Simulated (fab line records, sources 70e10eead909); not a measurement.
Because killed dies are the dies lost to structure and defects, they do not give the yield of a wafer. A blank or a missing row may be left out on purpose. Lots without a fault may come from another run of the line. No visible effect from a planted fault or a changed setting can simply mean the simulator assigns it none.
Comparing a struck lot with a sound one :: flow nand harc :: 12 out of 1302 route steps
Sound: the wafers L629.1, L629.5, L629.6. The struck wafers were L637.1, L637.3, L637.4. The cause is given at the end.
For every step that has rows: the tool of each side, followed by ch and its chambers, followed by its first start. Under that, the readings that differ: sound wafers :: struck wafers :: difference of the means :: sigmas: that difference in standard deviations of wafers without a fault.
alike: readings with means less than 2 such deviations apart, plus words and numbers identical on both sides. not compared: withheld readings, readings lacking a value on some wafer, bounds such as >300 that could conceal the same value, and numbers that have no deviation in the record and whose values overlap.
Wherever a step has rows on one side only, a row that says differs or no value, or a row with sigmas, the two part there. When numbers do not overlap yet have no deviation, they are printed without sigmas and do not part them. Lack of a reading on every wafer of one side parts them only where that side has two or more wafers.

first, 3 steps without rows for these wafers: NHARC_A_STAIRCASE_PEB_439 (peb time 130 s); NHARC_A_STAIRCASE_DEVELOP_440 (time 140 s); NHARC_A_STAIRCASE_HARDBAKE_442 (time 140 s).
NHARC_A_STAIRCASE_DESCUM_443: chemistry O2, time 3 s.
  sound on rie diel-13 ch 0,3, day 21 08:02; struck on rie diel-13 ch 1,2,3, day 25 01:35
  alike: drypump motor current A, o2 flow sccm, oes product au, rf vpp V, showerhead plenum p Torr, throttle valve pct
  not compared: rf hours counter h
NHARC_A_STAIRCASE_ETCH_444: etches the open film in C4F8/O2, target depth 20400 nm, time 6800 s.
  sound on rie diel-13 ch 1,2,3, day 21 12:22; struck on rie diel-13 ch 1,2,3, day 25 01:40
  alike: oes product au, rf vpp V
  not compared: rf hours counter h
NHARC_A_STAIRCASE_STRIP_446: strips in O2.
  sound on plasma asher-02 ch 0,1, day 21 15:22; struck on plasma asher-01 ch 0,1, day 25 06:03
  alike: drypump motor current A, heater power w
  not compared: rf hours counter h
then, 3 steps without rows for these wafers: NHARC_A_STAIRCASE_STRIP_447 (strips in SPM, time 900 s); NHARC_A_STAIRCASE_PRECLEAN_448 (cleans in SC1); NHARC_A_STAIRCASE_SRD_449.
NHARC_A_STAIRCASE_CMP_450: polishes SiO2, target thk 200 nm.
  sound on cmp-03 ch 2,3, day 21 16:08; struck on cmp-02 ch 1,2,3, day 25 06:49
  alike: edge zone pressure frac, motor current A
NHARC_A_STAIRCASE_CMP_152: polishes.
  sound on cmp-03 ch 2,3, day 21 16:12; struck on cmp-02 ch 1,2,3, day 25 06:53
  no value came back on the struck wafers for edge zone pressure frac, motor current A (A); on the sound wafers edge zone pressure frac reads 0.988 0.993 0.990
-- the record jumps here: 5 days lie between the struck wafers' starts before and after (it left off in module A_STAIRCASE and takes up again in module END, whose first step shown is number 1302 of the route) --
NHARC_END_SORT_01:
  sound on prober-01 ch 0, day 27 08:09; struck on prober-01 ch 0, day 30 11:50
reading: killed at array
sound: 47 46 42
struck: 670 669 674
difference: +626
sigmas: +26

reading: killed dies
sound: 53 47 48
struck: 677 677 677
difference: +628
sigmas: +26
  alike: killed at other, killed at periphery, killed open, killed short

== WHERE THEY PART ==
Last at NHARC_END_SORT_01 as far as this record goes, first at NHARC_A_STAIRCASE_CMP_152.

WHY: the cause the simulator had injected
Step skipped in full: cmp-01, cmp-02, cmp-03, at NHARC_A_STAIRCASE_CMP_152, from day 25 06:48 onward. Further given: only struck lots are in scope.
